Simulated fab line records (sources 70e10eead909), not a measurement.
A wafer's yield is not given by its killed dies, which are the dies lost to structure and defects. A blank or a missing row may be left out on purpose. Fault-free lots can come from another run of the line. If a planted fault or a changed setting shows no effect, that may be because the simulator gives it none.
What tool caused it?	flow nand_harc	13 lots with 39 wafers sampled at 5 steps, on a route of 1302 steps

WHAT THE GAUGES SHOWED, per wafer
NHARC_P_ZERO_WELL_CD_MEAS_11: target cd 500 nm.
lot	measured	on	cd_nm (nm)
L261	day 1 21:11	cd_sem-02	501.0 499.9 497.4
L263	day 2 17:07	cd_sem-02	500.0 497.7 498.6
L265	day 3 13:08	cd_sem-02	500.8 498.4 497.8
L266	day 3 23:16	cd_sem-03	500.7 500.3 503.5
L267	day 4 09:07	cd_sem-03	502.1 504.5 502.9
L268	day 4 19:07	cd_sem-01	499.5 503.2 497.7
L277	day 8 13:19	cd_sem-01	502.6 498.8 501.1
L278	day 8 23:14	cd_sem-02	500.6 499.7 501.5
L279	day 9 09:35	cd_sem-01	501.9 502.1 500.6
L280	day 9 19:14	cd_sem-02	501.5 501.8 499.7
L282	day 10 15:07	cd_sem-02	502.6 498.7 498.6
L283	day 11 01:15	cd_sem-01	497.7 495.9 499.6
L284	day 11 11:15	cd_sem-03	502.5 496.0 500.4

NHARC_END_SORT_01.
lot	measured	on	killed_at_array	killed_at_other	killed_at_periphery	killed_dies	killed_open	killed_short
L266	day 25 20:44	prober-01	47 58 38	0 0 0	630 619 639	677 677 677	5 0 2	0 0 6
L267	day 27 23:20	prober-01	67 71 58	0 1 0	610 605 619	677 677 677	1 4 2	1 2 1
L268	day 27 10:49	prober-02	58 59 58	1 1 1	618 617 618	677 677 677	0 4 5	0 7 1

WHAT TOOL EACH LOT RAN ON (gives the tool, then ch and the chambers of the sampled wafers, and finally the start)
lot	NHARC_P_ZERO_WELL_IMPLANT_27	NHARC_P_STI_CMP_21	NHARC_P_GATE_STRIP_108
L261	implanter-02 ch 0, day 1 22:50	cmp-02 ch 1,2, day 3 17:06	rie_diel-02 ch 1,2, day 5 00:40
L263	implanter-01 ch 0, day 2 18:52	cmp-03 ch 0,1,2, day 4 09:15	rie_diel-01 ch 0,2,3, day 5 16:49
L265	implanter-01 ch 0, day 3 14:40	cmp-02 ch 0,2,3, day 5 05:52	rie_diel-07 ch 1,2, day 6 15:17
L266	implanter-02, day 4 00:57	-	-
L267	implanter-01, day 4 10:46	-	-
L268	implanter-01, day 4 20:50	-	-
L277	implanter-01 ch 0, day 8 14:53	cmp-03 ch 0,1,2, day 10 04:58	rie_diel-01 ch 0,1,2, day 11 19:13
L278	implanter-01 ch 0, day 9 00:53	cmp-03 ch 0,1,3, day 10 19:49	rie_diel-02 ch 0,3, day 12 03:54
L279	implanter-01 ch 0, day 9 11:22	cmp-02 ch 1,2,3, day 11 04:09	rie_diel-02 ch 0,1,2, day 12 15:52
L280	implanter-01 ch 0, day 9 20:56	cmp-04 ch 0,1,2, day 11 19:38	rie_diel-07 ch 1,3, day 13 05:47
L282	implanter-02 ch 0, day 10 16:47	cmp-03 ch 0,1,2, day 12 11:04	rie_diel-07 ch 0,1,2, day 14 03:18
L283	implanter-01 ch 0, day 11 02:52	cmp-02 ch 0,2,3, day 12 18:38	rie_diel-02 ch 0,2, day 14 07:32
L284	implanter-02 ch 0, day 11 12:51	cmp-03 ch 0,1,2, day 13 05:35	rie_diel-07 ch 0,1,2, day 14 15:10
- NHARC_P_ZERO_WELL_IMPLANT_27
- NHARC_P_STI_CMP_21: polishes, t overpolish 20 s, target thk 380.67 nm.
- NHARC_P_GATE_STRIP_108: strips in O2.

AS READ BY THE TOOLS THEMSELVES (means over the sampled wafers that have a number; for cases with no such wafer, the mark the record gives instead)
NHARC_P_ZERO_WELL_IMPLANT_27.
lot	tool	beam_energy_keV	beam_on_s (s)
L261	implanter-02	600.16	9.98
L263	implanter-01	600.03	10.10
L265	implanter-01	599.92	9.99
L266	implanter-02	-	-
L267	implanter-01	-	-
L268	implanter-01	-	-
L277	implanter-01	600.20	9.79
L278	implanter-01	600.08	9.99
L279	implanter-01	599.83	10.08
L280	implanter-01	599.72	10.00
L282	implanter-02	599.97	10.07
L283	implanter-01	599.96	10.08
L284	implanter-02	599.89	10.06

NHARC_P_STI_CMP_21.
lot	tool	motor_current_A (A)	overpolish_run_s (s)
L261	cmp-02	10.5	19.995
L263	cmp-03	12.7	20.001
L265	cmp-02	12.5	20.001
L277	cmp-03	12.2	20.005
L278	cmp-03	11.9	19.993
L279	cmp-02	11.1	19.996
L280	cmp-04	11.9	20.004
L282	cmp-03	12.3	20.000
L283	cmp-02	12.3	19.995
L284	cmp-03	11.9	19.996

NHARC_P_GATE_STRIP_108.
lot	tool	drypump_motor_current_A (A)	oes_product_au (a.u.)	rf_vpp_V (V)	showerhead_plenum_p_Torr (Torr)	throttle_valve_pct (%)
L261	rie_diel-02	6.1	1.002	57.0	3.35	17.036
L263	rie_diel-01	5.6	1.006	57.4	3.51	17.029
L265	rie_diel-07	5.9	0.995	58.2	3.55	17.035
L277	rie_diel-01	5.5	1.009	58.8	3.50	17.038
L278	rie_diel-02	5.7	0.991	57.4	3.41	17.031
L279	rie_diel-02	5.9	1.007	57.7	3.36	17.040
L280	rie_diel-07	5.9	0.996	57.1	3.39	17.034
L282	rie_diel-07	5.6	1.003	58.0	3.59	17.037
L283	rie_diel-02	5.9	1.004	57.9	3.36	17.035
L284	rie_diel-07	5.6	0.998	58.4	3.59	17.045

THE ANSWER, worked out from the rows above alone
Rule: what is usual is taken from the lots themselves. Put in order of their means at a reading, lots are off if they are a third of the lots or fewer, leave a main group of 4 or more, and stand apart from it by a gap of 3 or more times the standard deviation of the main group's means; of several such gaps the widest counts. A main group is skipped when, at the precision printed for the reading in the tables above, its means are all equal. Also off: a lot with no number at a reading for which 4 or more lots have one. Where the step has rows for the other lots, those lots are counted as sound. After the gauges, taken in route order, come the tools' own readings; for these a lot's mean is taken, as printed above. The first step at which some lot is off is used, and at that step the reading that is off furthest; a lot without a number counts as furthest.
Off at NHARC_P_ZERO_WELL_IMPLANT_27 (beam_energy_keV): L266, L267, L268. Without a number there: L266, L267, L268. Main group: mean 599.98, sd 0.14.
If a tool, at that step or one of the process steps before it, ran each lot that is off and ran no sound lot following the first of them, it fits. None of those tried fits.

WHAT THE SIMULATOR PUT IN
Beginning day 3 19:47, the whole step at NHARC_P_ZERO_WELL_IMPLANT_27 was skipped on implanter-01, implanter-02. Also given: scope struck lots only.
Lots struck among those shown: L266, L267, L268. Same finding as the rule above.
